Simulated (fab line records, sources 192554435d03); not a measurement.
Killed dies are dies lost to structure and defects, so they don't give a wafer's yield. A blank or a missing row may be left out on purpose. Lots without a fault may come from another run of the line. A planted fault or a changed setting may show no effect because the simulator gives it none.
fab line records | flow n5_finfet
record lots=9 wafers=25 last_day=19
route steps=1938 shown BEOL_M4@1040 PASSIVATION@1936
lots that met no fault: from a run of the same line without faults
start_h: hours from the record's first day to the start of the lot's first wafer shown | wait_h: hours since the lot's step before | " the same as in the row above | L1.1+2: a row that stands for several wafers | - no value, or no start given | * or withheld: withheld | < > ~ a bound
route shown NAME@n: a module of which the file shows steps, and the number in the route of the first | usual: mean/standard deviation of fault-free wafers | same: alike in all rows | chamber/n: place in a boat | sites: the reading at each site | _std_site: their standard deviation | _edge_site: outer sites' mean less inner sites' | radius_mm: how far each site lies from the wafer's centre | mask NAME#n: copy n | behind: the tool/chamber that last shaped the wafer | hold: why the lot was held/for how many hours/how that ended | device: the transistor (n, p or np) that didn't switch | end of line: the same wafers' tests at the end of the route | a step without rows: its recipe alone | killed: dies lost to structure and defects at the first sort, not the wafer's yield | map: a wafer's dies, x killed, . not, _ none there
set.NAME: the setting as run; set.NAME@STEP: as run at that earlier step | model.NAME: the simulator's own value behind a step, which no gauge read
steps of the route over a sample of lots; a table a step, a row a wafer
services: from which hour (start_h, from the record's first day; less than 0 if before it) a tool's chamber was out of use, for how many hours, and why
## steps
# step N5_BEOL_M4_ETCH_64
# recipe chemistry=N2/H2 target=SOC target_depth_a=750 overetch_a=225 mask_material=SiARC temp_c=40 time_s=121.9 ion_energy_ev=200 pressure_mtorr=30 source_w=840 bias_w=150 n2_flow_sccm=200 h2_flow_sccm=200
# usual drypump_motor_current_A=5.6/0.48 n2_flow_sccm=200.0/0.59 oes_product_au=0.59/0.059 rf_vpp_V=524.2/2.3 showerhead_plenum_p_Torr=2.55/0.085 throttle_valve_pct=17.84/0.23
# columns lot.wafer tool chamber start_h wait_h drypump_motor_current_A n2_flow_sccm oes_product_au rf_hours_counter_h rf_vpp_V showerhead_plenum_p_Torr throttle_valve_pct
L644.2 rie_diel-04 3 163.85 0.0 5.9 199.4 0.54 192 525.0 2.62 17.65
L644.5 " 3 " " 5.9 200.8 0.54 - 526.6 2.62 17.65
L644.6 " 0 " " 6.0 200.1 0.68 - 526.4 2.60 17.91
L651.2 rie_diel-04 3 233.74 0.0 5.9 199.6 0.53 218 525.3 2.61 17.71
L651.5 " 2 " " 5.4 200.1 0.65 - 521.6 2.47 17.76
L651.6 " 3 " " 5.9 198.9 0.53 - 525.1 2.61 17.70
L653.2 rie_diel-03 2 245.00 0.0 5.5 200.9 0.54 198 522.7 2.52 17.86
L653.4 " 0 " " 4.7 199.6 0.56 178 521.5 2.42 18.03
L653.6 " 1 " " 6.4 200.3 0.59 - 527.0 2.68 18.05
L652.2 rie_diel-04 3 246.62 0.0 5.9 200.9 0.52 222 525.6 2.61 17.70
L652.4 " 2 " " 5.4 200.9 0.65 58 523.0 2.46 17.77
L652.6 " 3 " " 5.8 200.8 0.53 - 527.1 2.61 17.72
L663.1 rie_diel-03 3 295.60 0.0 5.9 200.4 0.54 196 522.8 2.53 18.15
L663.2 " 1 " " 6.4 200.1 0.58 127 526.2 2.68 18.07
L664.1 rie_diel-04 2 298.85 0.0 5.4 200.0 0.63 74 521.8 2.46 17.80
L664.2 " 0 " " 6.1 200.4 0.64 66 526.0 2.58 18.00
L665.2 rie_diel-03 0 337.26 0.0 4.8 200.6 0.55 203 518.7 2.41 18.08
L665.4 " 1 " " 6.4 199.5 0.57 136 525.7 2.67 18.09
L665.5 " 1 " " 6.4 200.1 0.57 - 526.6 2.67 18.09
L666.1 rie_diel-04 3 337.37 0.0 5.9 199.8 0.51 248 525.3 2.60 17.75
L666.5 " 1 " " 5.3 201.2 0.65 - 528.6 2.67 17.48
L666.6 " 0 " " 6.1 199.9 0.62 - 523.4 2.58 18.00
L667.1 rie_diel-01 2 338.26 0.0 5.1 200.4 0.69 25 521.7 2.47 17.63
L667.2 " 3 " " 5.8 199.3 0.59 107 523.0 2.55 17.47
L667.3 " 0 " " 5.8 199.8 0.73 7 521.9 2.49 17.25
# step N5_BEOL_M4_INSPECT_30
# recipe mode=adi inspect_instrument=brightfield
# usual raw_defect_count=392/89
# columns lot.wafer tool chamber start_h wait_h raw_defect_count
L644.2 defect_inspect-02 - 164.61 0.0 371
L644.5 " - " " 343
L644.6 " - " " 374
L651.2 defect_inspect-02 - 234.62 0.0 204
L651.5 " - " " 269
L651.6 " - " " 294
L653.2 defect_inspect-01 - 245.76 0.0 267
L653.4 " - " " 316
L653.6 " - " " 323
L652.2 defect_inspect-01 - 247.41 0.0 352
L652.4 " - " " 361
L652.6 " - " " 350
L663.1 defect_inspect-02 - 296.48 0.1 378
L663.2 " - " " 481
L664.1 defect_inspect-02 - 299.64 0.1 346
L664.2 " - " " 409
L665.2 defect_inspect-02 - 338.15 0.0 317
L665.4 " - " " 344
L665.5 " - " " 331
L666.1 defect_inspect-02 - 338.33 0.1 366
L666.5 " - " " 341
L666.6 " - " " 306
L667.1 defect_inspect-01 - 339.15 0.1 302
L667.2 " - " " 315
L667.3 " - " " 391
# step N5_BEOL_M4_ETCH_77
# recipe chemistry=N2/H2 target=underlayer target_depth_a=65 mask_material=CAR-EUV time_s=5.2 ion_energy_ev=200 pressure_mtorr=30 source_w=840 bias_w=150 n2_flow_sccm=200 h2_flow_sccm=200 ends=cleared
# usual drypump_motor_current_A=5.7/0.47 etch_rf_on_time_s=5.21/0.13 n2_flow_sccm=199.8/0.63 oes_product_au=0.67/0.074 rf_vpp_V=524.4/2.5 showerhead_plenum_p_Torr=2.55/0.08 throttle_valve_pct=17.85/0.24
# columns lot.wafer tool chamber start_h wait_h drypump_motor_current_A etch_rf_on_time_s n2_flow_sccm oes_product_au rf_hours_counter_h rf_vpp_V showerhead_plenum_p_Torr throttle_valve_pct
L644.2 rie_diel-01 0 164.68 0.0 5.8 5.40 199.9 0.61 210 523.6 2.51 17.67
L644.5 " 2 " " 5.1 5.25 200.2 0.58 - 522.5 2.49 17.95
L644.6 " 3 " " 5.9 5.06 199.9 0.73 - 524.5 2.58 17.41
L651.2 rie_diel-01 0 234.70 0.0 5.8 5.43 198.9 0.57 234 522.8 2.50 17.70
L651.5 " 1 " " 6.3 5.25 198.5 0.66 - 528.3 2.67 17.92
L651.6 " 3 " " 5.9 5.04 199.4 0.70 - 524.9 2.56 17.48
L653.2 rie_diel-01 1 245.86 0.0 6.3 5.38 199.8 0.65 129 527.5 2.67 17.90
L653.4 " 2 " " 5.1 5.19 200.3 0.85 1 523.1 2.48 17.64
L653.6 " 1 " " 6.3 5.37 199.5 0.65 - 526.7 2.67 17.91
L652.2 rie_diel-01 3 247.48 0.0 5.8 5.09 199.5 0.71 82 525.5 2.56 17.47
L652.4 " 2 " " 5.1 5.20 200.6 0.84 2 523.1 2.48 17.65
L652.6 " 3 " " 5.8 5.08 200.0 0.69 - 525.2 2.56 17.48
L663.1 rie_diel-01 3 296.55 0.0 5.8 4.97 200.2 0.70 96 525.2 2.56 17.47
L663.2 " 1 " " 6.3 5.27 200.3 0.64 142 527.1 2.66 17.93
L664.1 rie_diel-01 3 299.71 0.0 5.8 5.01 200.6 0.69 96 525.1 2.56 17.50
L664.2 " 2 " " 5.1 5.16 200.2 0.81 15 523.5 2.48 17.64
L665.2 rie_diel-04 3 338.21 0.0 5.9 5.36 199.6 0.57 249 528.2 2.60 17.80
L665.4 " 0 " " 6.0 4.97 199.3 0.73 78 524.1 2.58 18.09
L665.5 " 1 " " 5.3 5.25 199.5 0.73 - 525.5 2.67 17.52
L666.1 rie_diel-03 0 338.40 0.0 4.8 5.24 199.4 0.61 203 519.0 2.41 18.15
L666.5 " 0 " " 4.8 5.24 200.1 0.62 - 518.0 2.41 18.13
L666.6 " 3 " " 5.9 5.19 200.4 0.61 - 521.7 2.52 18.24
L667.1 rie_diel-04 3 339.22 0.0 5.9 5.32 199.1 0.57 249 526.2 2.60 17.81
L667.2 " 1 " " 5.3 5.21 199.1 0.73 37 527.6 2.67 17.55
L667.3 " 2 " " 5.4 5.28 199.7 0.68 87 520.8 2.45 17.83
# step N5_BEOL_M4_ETCH_69
# recipe chemistry=CF4 target=SiARC target_depth_a=156 mask_material=CAR-EUV time_s=26 ion_energy_ev=80 pressure_mtorr=40 source_w=545 bias_w=36 Ar_flow_sccm=100 cf4_flow_sccm=100 ends=cleared
# usual drypump_motor_current_A=5.7/0.47 etch_rf_on_time_s=26.1/0.69 oes_product_au=0.67/0.075 rf_vpp_V=184.2/1.1 showerhead_plenum_p_Torr=2.15/0.061 throttle_valve_pct=15.61/0.22
# columns lot.wafer tool chamber start_h wait_h drypump_motor_current_A etch_rf_on_time_s oes_product_au rf_hours_counter_h rf_vpp_V showerhead_plenum_p_Torr throttle_valve_pct
L644.2 rie_diel-01 0 164.70 0.0 5.8 27.2 0.60 210 183.6 2.12 15.51
L644.5 " 2 " " 5.1 25.9 0.59 - 184.1 2.12 15.96
L644.6 " 3 " " 5.8 25.3 0.73 - 184.2 2.16 15.09
L651.2 rie_diel-01 0 234.71 0.0 5.8 27.1 0.58 234 184.1 2.11 15.57
L651.5 " 1 " " 6.3 26.5 0.65 - 184.9 2.23 15.51
L651.6 " 3 " " 5.8 25.1 0.71 - 185.4 2.15 15.14
L653.2 rie_diel-01 1 245.88 0.0 6.3 26.1 0.66 129 184.8 2.23 15.50
L653.4 " 2 " " 5.1 25.4 0.86 1 183.3 2.12 15.53
L653.6 " 1 " " 6.3 26.1 0.66 - 185.1 2.22 15.51
L652.2 rie_diel-01 3 247.50 0.0 5.8 25.5 0.70 82 182.9 2.15 15.16
L652.4 " 2 " " 5.1 26.2 0.85 2 182.9 2.12 15.52
L652.6 " 3 " " 5.9 25.5 0.70 - 183.8 2.15 15.19
L663.1 rie_diel-01 3 296.57 0.0 5.8 25.3 0.69 96 184.2 2.15 15.18
L663.2 " 1 " " 6.3 19.3 0.77 142 185.9 2.22 15.54
L664.1 rie_diel-01 3 299.73 0.0 5.8 25.2 0.69 97 184.4 2.15 15.17
L664.2 " 2 " " 5.1 18.8 0.98 15 183.0 2.11 15.56
L665.2 rie_diel-04 3 338.23 0.0 5.9 26.6 0.57 249 185.4 2.19 15.63
L665.4 " 0 " " 6.0 24.9 0.72 78 183.5 2.18 15.80
L665.5 " 1 " " 5.3 26.1 0.73 - 184.6 2.26 15.36
L666.1 rie_diel-03 0 338.41 0.0 4.7 26.2 0.62 203 182.5 2.03 15.81
L666.5 " 0 " " 4.8 26.5 0.61 - 182.3 2.03 15.83
L666.6 " 3 " " 6.0 25.8 0.61 - 184.8 2.12 15.91
L667.1 rie_diel-04 3 339.23 0.0 5.9 26.6 0.57 249 183.8 2.19 15.65
L667.2 " 1 " " 5.3 25.9 0.73 37 186.1 2.26 15.38
L667.3 " 2 " " 5.4 26.5 0.69 87 182.8 2.09 15.71
# step N5_BEOL_M4_RC_MEAS_101
# usual DIBL_N=36.1/1.9 DIBL_P=36.1/2.4 IOFF_N=0.15/0.032 IOFF_P=0.21/0.036 ION_N=673/12 ION_P=463/7.6 SS_N=71.5/0.63 SS_P=73.1/0.65 VT_N=251/3.1 VT_P=-250/3.2
# columns lot.wafer tool chamber start_h wait_h DIBL_N[mV/V] DIBL_P[mV/V] IOFF_N[nA/um] IOFF_P[nA/um] ION_N[uA/um] ION_P[uA/um] SS_N[mV/dec] SS_P[mV/dec] VT_N[mV] VT_P[mV]
L644.2 prober-02 0 183.84 0.2 33.4 33.2 0.11 0.17 653 459 70.1 72.6 257 -249
L644.5 " 0 " " 34.2 34.8 0.14 0.19 665 460 70.9 72.2 251 -250
L644.6 " 0 " " 34.9 36.2 0.14 0.21 676 467 71.4 73.1 255 -250
L651.2 prober-02 0 262.43 0.2 39.6 39.8 0.20 0.28 697 482 72.4 73.5 247 -246
L651.5 " 0 " " 38.0 37.3 0.16 0.22 693 468 71.1 72.6 249 -249
L651.6 " 0 " " 36.0 36.4 0.13 0.22 665 466 70.8 73.5 252 -246
L653.2 prober-02 0 271.45 0.8 33.3 33.3 0.13 0.19 672 466 71.1 72.4 252 -249
L653.4 " 0 " " 34.7 35.8 0.15 0.23 671 468 71.1 73.2 250 -249
L653.6 " 0 " " 33.4 33.7 0.13 0.19 669 469 71.1 71.9 252 -247
L652.2 prober-01 0 273.70 0.2 38.1 37.7 0.19 0.24 679 469 71.9 73.9 249 -249
L652.4 " 0 " " 35.9 36.9 0.16 0.24 682 470 71.2 73.8 248 -250
L652.6 " 0 " " 35.0 35.5 0.14 0.21 672 464 71.2 73.4 251 -250
L663.1 prober-01 0 312.34 0.0 34.9 32.3 0.12 0.17 658 457 71.2 72.0 254 -255
L663.2 " 0 " " 36.5 34.6 0.14 0.19 668 459 71.3 72.0 256 -253
L664.1 prober-01 0 344.28 0.0 35.9 36.1 0.15 0.22 673 465 71.6 73.0 250 -251
L664.2 " 0 " " 36.0 36.8 0.15 0.24 685 476 71.4 73.6 250 -246
L665.2 prober-01 0 359.60 0.2 39.0 39.9 0.21 0.25 680 462 72.3 73.8 247 -249
L665.4 " 0 " " 35.7 34.8 0.14 0.17 668 448 71.9 72.3 251 -253
L665.5 " 0 " " 35.9 35.3 0.14 0.18 664 456 71.7 72.0 253 -253
L667.1 prober-01 0 361.95 0.0 36.0 38.2 0.16 0.22 676 464 71.4 73.3 253 -250
L667.2 " 0 " " 36.3 37.8 0.16 0.20 672 458 72.0 73.1 254 -249
L667.3 " 0 " " 37.1 38.4 0.18 0.22 672 462 72.2 73.3 252 -250
L666.1 prober-02 0 362.03 0.0 37.3 36.8 0.18 0.22 680 462 72.5 73.3 250 -248
L666.5 " 0 " " 36.7 37.6 0.17 0.24 677 469 71.2 72.6 248 -247
L666.6 " 0 " " 38.2 38.7 0.22 0.26 698 471 71.9 73.5 244 -245
# step N5_PASSIVATION_PROBE_49
# usual defect_limited_yield=91.4/1.2 killed_at_M0_to_M3=34/9.1 killed_at_M4_up=14/5.8 killed_at_contacts=13/6 killed_at_front_end=38/10 killed_at_other=3.2/2.7 killed_dies=102/14 killed_open=68/11 killed_short=32/7.2 sort_bin_5_function=5.1/0.83 sort_bin_6_memory=3.2/0.56 sort_n_pass=1078/14 sort_yield_pct=91.4/1.2
# same gross_dies=1180 killed_at_back_side=0 sort_bin_4_leakage[%]=0 sort_bin_8_speed[%]=0
# columns lot.wafer tool chamber start_h wait_h defect_limited_yield[%] killed_at_M0_to_M3 killed_at_M4_up killed_at_contacts killed_at_front_end killed_at_other killed_dies killed_open killed_short sort_bin_5_function[%] sort_bin_6_memory[%] sort_n_pass sort_yield_pct[%]
L644.2 prober-01 - 291.10 0.1 91.4 35 14 7 44 1 101 63 36 4.6 3.4 1079 91.4
L644.5 prober-01 - 291.25 0.2 89.2 28 21 13 60 5 127 92 34 6.7 3.7 1053 89.2
L644.6 prober-01 - 291.30 0.3 91.8 32 10 16 32 7 97 61 31 5.7 2.2 1083 91.8
L653.2 prober-02 - 397.21 0.1 89.3 50 14 14 46 2 126 79 45 5.8 4.4 1054 89.3
L653.4 prober-02 - 397.31 0.2 92.0 30 21 11 29 3 94 64 28 4.6 3.1 1086 92.0
L653.6 prober-02 - 397.41 0.3 89.7 32 14 22 47 6 121 82 36 6.4 3.6 1059 89.7
L663.1 prober-01 - 417.59 0.0 93.6 30 14 7 22 3 76 52 24 3.7 2.5 1104 93.6
L663.2 prober-01 - 417.64 0.1 93.6 26 17 6 24 2 75 49 24 3.6 2.5 1105 93.6
# killed by level:class
L644.2 FIN_SAQP:geometric_particle:short=12 FIN_SAQP:geometric_particle:open=10 BEOL_M0_SAQP:geometric_particle:open=9 STI_FIN_REVEAL:geometric_particle:open=8 GATE_CUT:geometric_particle:short=7 MOL_CONTACT_COAG:geometric_particle:open=6 BEOL_M0_SAQP:geometric_particle:short=6 BEOL_M1:geometric_particle:open=6
L644.5 STI_FIN_REVEAL:geometric_particle:open=19 MOL_CONTACT_COAG:geometric_particle:open=12 BEOL_M4:geometric_particle:open=9 BEOL_M0_SAQP:geometric_particle:short=9 FIN_SAQP:geometric_particle:open=7 FIN_SAQP:geometric_particle:short=7 DUMMY_GATE:geometric_particle:open=7 BEOL_M0_SAQP:geometric_particle:open=7
L644.6 MOL_CONTACT_COAG:geometric_particle:open=16 BEOL_M3:geometric_particle:open=8 FIN_SAQP:geometric_particle:short=7 STI_FIN_REVEAL:geometric_particle:open=7 BEOL_M0_SAQP:geometric_particle:short=7 BEOL_M1:geometric_particle:open=7 FIN_SAQP:geometric_particle:open=5 BEOL_M0_SAQP:geometric_particle:open=4
L653.2 STI_FIN_REVEAL:geometric_particle:open=22 BEOL_M0_SAQP:geometric_particle:short=16 MOL_CONTACT_COAG:geometric_particle:open=12 BEOL_M0_SAQP:geometric_particle:open=10 BEOL_M3:geometric_particle:open=8 FIN_SAQP:geometric_particle:short=7 BEOL_M2:geometric_particle:open=7 BEOL_M4:geometric_particle:open=5
L653.4 BEOL_M3:geometric_particle:open=14 BEOL_M4:geometric_particle:open=10 MOL_CONTACT_COAG:geometric_particle:open=8 STI_FIN_REVEAL:geometric_particle:open=7 FIN_SAQP:geometric_particle:short=4 GATE_CUT:geometric_particle:open=4 BEOL_M2:geometric_particle:open=4 BEOL_M4:geometric_particle:short=4
L653.6 MOL_CONTACT_COAG:geometric_particle:open=19 STI_FIN_REVEAL:geometric_particle:open=10 GATE_CUT:geometric_particle:short=7 BEOL_M0_SAQP:geometric_particle:short=7 BEOL_M2:geometric_particle:open=7 BEOL_M3:geometric_particle:open=6 BEOL_M4:geometric_particle:open=6 FIN_SAQP:geometric_particle:short=5
L663.1 BEOL_M3:geometric_particle:open=9 BEOL_M0_SAQP:geometric_particle:open=7 BEOL_M4:geometric_particle:open=7 MOL_CONTACT_COAG:geometric_particle:open=6 BEOL_M0_SAQP:geometric_particle:short=5 STARTING-WAFER:geometric_particle:open=4 STI_FIN_REVEAL:geometric_particle:open=3 BEOL_M2:geometric_particle:open=3
L663.2 BEOL_M4:geometric_particle:open=9 BEOL_M0_SAQP:geometric_particle:open=7 FIN_SAQP:geometric_particle:short=5 MOL_CONTACT_COAG:geometric_particle:open=5 BEOL_M0_SAQP:geometric_particle:short=5 GATE_CUT:geometric_particle:short=4 BEOL_M3:geometric_particle:open=4 STI_FIN_REVEAL:geometric_particle:open=3
## services
# columns tool chamber start_h hours kind
rie_diel-04 - 145.91 2.8 pm
rie_diel-04 1 192.11 - clean
rie_diel-04 1 192.11 - consumable_replace:focus_ring
rie_diel-04 1 192.11 - consumable_replace:showerhead
rie_diel-04 1 192.11 29.8 scheduled_down
rie_diel-04 1 192.11 29.8 vent_cycle
rie_diel-04 - 198.87 0.6 repair
rie_diel-04 - 207.25 4.3 pm
rie_diel-01 2 212.22 - clean
rie_diel-01 2 212.22 - consumable_replace:esc
rie_diel-01 2 212.22 - consumable_replace:focus_ring
rie_diel-01 2 212.22 28.8 scheduled_down
rie_diel-01 2 212.22 28.8 vent_cycle
rie_diel-03 - 220.08 10.0 pm
rie_diel-03 0 262.25 8.6 repair
rie_diel-03 1 269.17 19.3 repair
rie_diel-03 0 281.58 5.7 repair
rie_diel-04 0 290.12 2.4 repair
rie_diel-01 0 292.69 - clean
rie_diel-01 0 292.69 - consumable_replace:focus_ring
rie_diel-01 0 292.69 15.0 scheduled_down
rie_diel-01 0 292.69 15.0 vent_cycle
rie_diel-03 3 295.82 1.8 repair
rie_diel-03 1 306.78 12.7 repair
## key
first_sign step=N5_BEOL_M4_ETCH_69 reading=etch_rf_on_time_s direction=down sigmas=10 usual=* struck=*
effect none on later readings
met_at N5_BEOL_M4_ETCH_69
struck_lots L663,L664
struck_wafers L663.2,L664.2
not_acting_at N5_BEOL_M4_ETCH_64,N5_BEOL_M4_INSPECT_30,N5_BEOL_M4_ETCH_77
onset_between 247.50 296.57
fault kind=process_parameter_drift tool=rie_diel-01 chamber=- onset_h=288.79 steps=N5_BEOL_M4_ETCH_69 channel=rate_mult offset=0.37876 shape=step end_h=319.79 scope=struck_wafers_only
